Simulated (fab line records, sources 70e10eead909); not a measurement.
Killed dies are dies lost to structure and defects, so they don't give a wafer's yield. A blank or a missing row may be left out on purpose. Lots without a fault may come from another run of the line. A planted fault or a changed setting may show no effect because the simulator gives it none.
A struck lot beside a sound one | flow nand_harc | 43 steps out of a route of 1302
Sound: wafers L325.2, L325.3, L325.5. Struck: wafer L332.4. (L332.3, L332.6 of the same lot were not struck and are left out.) The cause comes at the end.
At each step with rows: each side's tool, then ch and its chambers, then its first start. Under that, the readings that differ: sound wafers | struck wafers | difference of the means | sigmas: that difference in standard deviations of wafers without a fault.
alike: readings whose means differ by less than 2 such deviations, and words and numbers that are the same on both sides. not compared: withheld readings, readings that some wafer has no value for, bounds like >300 that may hide the same value, and numbers for which the record gives no deviation and whose values overlap.
The two part at a step that has a row with sigmas, a row that says differs or no value, or rows on one side only. Numbers that don't overlap but have no deviation are shown without sigmas and don't part them. A reading that every wafer of one side lacks parts them only if that side has two wafers or more.

first, 8 steps without rows for these wafers: NHARC_A_CONTACT_COAT_61 (time 75 s); NHARC_A_CONTACT_COAT_62 (time 65 s); NHARC_A_CONTACT_COAT_63 (resist thk 90 nm); NHARC_A_CONTACT_SOFTBAKE_64 (time 55 s); NHARC_A_CONTACT_EBR_65; NHARC_A_CONTACT_EXPOSE_66 (exposes mask A CC 2); NHARC_A_CONTACT_PEB_67 (peb time 65 s); NHARC_A_CONTACT_DEVELOP_68 (develop time 35 s).
NHARC_A_CONTACT_CD_MEAS_69: target cd 300 nm.
  sound on cd_sem-01 ch 0, day 25 10:20; struck on cd_sem-03 ch 0, day 28 16:49
  alike: cd_nm
NHARC_A_CONTACT_OVL_MEAS_70:
  sound on overlay-01, day 25 10:26; struck on overlay-02, day 28 16:54
  alike: overlay_x_nm, overlay_y_nm
NHARC_A_CONTACT_INSPECT_71:
  sound on defect_inspect-01, day 25 10:28; struck on defect_inspect-02, day 28 16:56
  reading          | sound       | struck | difference | sigmas
  raw_defect_count | 132 119 124 | 27     | -98        | -3
then, 1 step without rows for these wafers: NHARC_A_CONTACT_DESCUM_74 (chemistry O2, time 3 s).
NHARC_A_CONTACT_ETCH_75: etches the open film in CF4, target depth 39 nm, time 65 s.
  sound on rie_diel-07 ch 2,3, day 25 10:37; struck on rie_diel-07 ch 0, day 28 17:05
  alike: bias_w, drypump_motor_current_A, oes_product_au, rf_vpp_V, showerhead_plenum_p_Torr, throttle_valve_pct
  not compared: rf_hours_counter_h
then, 1 step without rows for these wafers: NHARC_A_CONTACT_ETCH_76 (etches the open film in N2/H2, target depth 260 nm, time 475.3 s).
NHARC_A_CONTACT_ETCH_77: etches the open film in CF4/CHF3, target depth 108.9 nm, time 54.5 s.
  sound on rie_diel-07 ch 0,3; struck on rie_diel-07 ch 2
  alike: bias_w, drypump_motor_current_A, oes_product_au, rf_vpp_V, showerhead_plenum_p_Torr, throttle_valve_pct
  not compared: rf_hours_counter_h
then, 6 steps without rows for these wafers: NHARC_A_CONTACT_ETCH_78 (etches the open film in O2/COS, target depth 5300 nm, time 1378 s); NHARC_A_CONTACT_ETCH_124 (etches the open film in C4F8/O2/Ar, time 140 s, target depth 700 nm); NHARC_A_CONTACT_ETCH_125 (etches the open film in C4F8/O2/Ar, time 197 s, target depth 1918 nm); NHARC_A_CONTACT_ETCH_126 (etches the open film in C4F8/O2/Ar, time 197 s, target depth 1918 nm); NHARC_A_CONTACT_ETCH_127 (etches the open film in C4F8/O2/Ar, time 197 s, target depth 1918 nm); NHARC_A_CONTACT_ETCH_128 (etches the open film in C4F8/O2/Ar, time 197 s, target depth 1918 nm).
NHARC_A_CONTACT_ETCH_129: etches the open film in C4F8/O2/Ar, time 197 s, target depth 1918 nm.
  sound on har_cap_etch-01 ch 0,1, day 25 13:04; struck on har_cap_etch-01 ch 1, day 28 19:30
  not compared: rf_hours_counter_h
then, 5 steps without rows for these wafers: NHARC_A_CONTACT_ETCH_130 (etches the open film in C4F8/O2/Ar, time 197 s, target depth 1918 nm); NHARC_A_CONTACT_ETCH_131 (etches the open film in C4F8/O2/Ar, time 197 s, target depth 1918 nm); NHARC_A_CONTACT_ETCH_132 (etches the open film in C4F8/O2/Ar, time 197 s, target depth 1924 nm); NHARC_A_CONTACT_ETCH_133 (etches the open film in C4F8/O2/Ar, time 374 s, target depth 1610 nm); NHARC_A_CONTACT_ETCH_91 (etches the open film in CH3F/O2, target depth 40 nm, time 85.7 s).
NHARC_A_CONTACT_ETCH_97: etches the open film in C4F6/O2, target depth 20 nm, time 10 s.
  sound on rie_diel-06 ch 0,1,2; struck on rie_diel-11 ch 3, day 28 21:06
  alike: bias_w, drypump_motor_current_A, oes_product_au, rf_vpp_V, showerhead_plenum_p_Torr, throttle_valve_pct
  not compared: rf_hours_counter_h
NHARC_A_CONTACT_CD_MEAS_80:
  sound on cd_sem-03, day 25 14:44; struck on cd_sem-02, day 28 21:11
  alike: cd_nm
then, 3 steps without rows for these wafers: NHARC_A_CONTACT_STRIP_103 (strips in N2/H2); NHARC_A_CONTACT_STRIP_104 (strips in CF4/CHF3); NHARC_A_CONTACT_STRIP_105 (strips in O2/COS).
NHARC_A_CONTACT_ETCH_106: etches the open film in CF4/O2, target depth 90 nm, overetch 9 nm, time 49.5 s.
  sound on rie_diel-11 ch 0,1, day 25 15:16; struck on rie_diel-07 ch 1, day 28 21:29
  reading               | sound             | struck | difference | sigmas
  oes_product_au (a.u.) | 0.991 1.009 0.989 | 1.026  | +0.030     | +3
  alike: bias_w, drypump_motor_current_A, oes_ar_750_au, oes_f_703_au, rf_vpp_V, showerhead_plenum_p_Torr, throttle_valve_pct
  not compared: rf_hours_counter_h
NHARC_A_CONTACT_STRIP_82: strips in O2.
  sound on rie_diel-11 ch 1,3; struck on rie_diel-07 ch 2
  alike: drypump_motor_current_A, oes_product_au, rf_vpp_V, showerhead_plenum_p_Torr, throttle_valve_pct
  not compared: rf_hours_counter_h
then, 8 steps without rows for these wafers: NHARC_A_CONTACT_STRIP_83 (strips in post etch residue remover, time 600 s); NHARC_A_CONTACT_DEP_84 (deposits aC, target thk 2800 nm); NHARC_A_CONTACT_DEP_85 (deposits SiON, target thk 60 nm); NHARC_A_CONTACT_DEHYDRATE_00 (time 120 s); NHARC_A_CONTACT_HMDS_01 (time 30 s); NHARC_A_CONTACT_COAT_86 (time 75 s); NHARC_A_CONTACT_COAT_87 (time 65 s); NHARC_A_CONTACT_COAT_02 (resist thk 90 nm).
-- the record jumps here: 3 days lie between the struck wafers' starts before and after (it left off in module A_CONTACT and takes up again in module END, whose first step shown is number 1302 of the route) --
NHARC_END_SORT_01:
  the record has rows for the struck wafers here (prober-02 ch 0, day 31 10:25) and none for the sound ones

WHERE THEY PART
First at NHARC_A_CONTACT_INSPECT_71; last, within this record, at NHARC_END_SORT_01.

WHY: what the simulator had put in
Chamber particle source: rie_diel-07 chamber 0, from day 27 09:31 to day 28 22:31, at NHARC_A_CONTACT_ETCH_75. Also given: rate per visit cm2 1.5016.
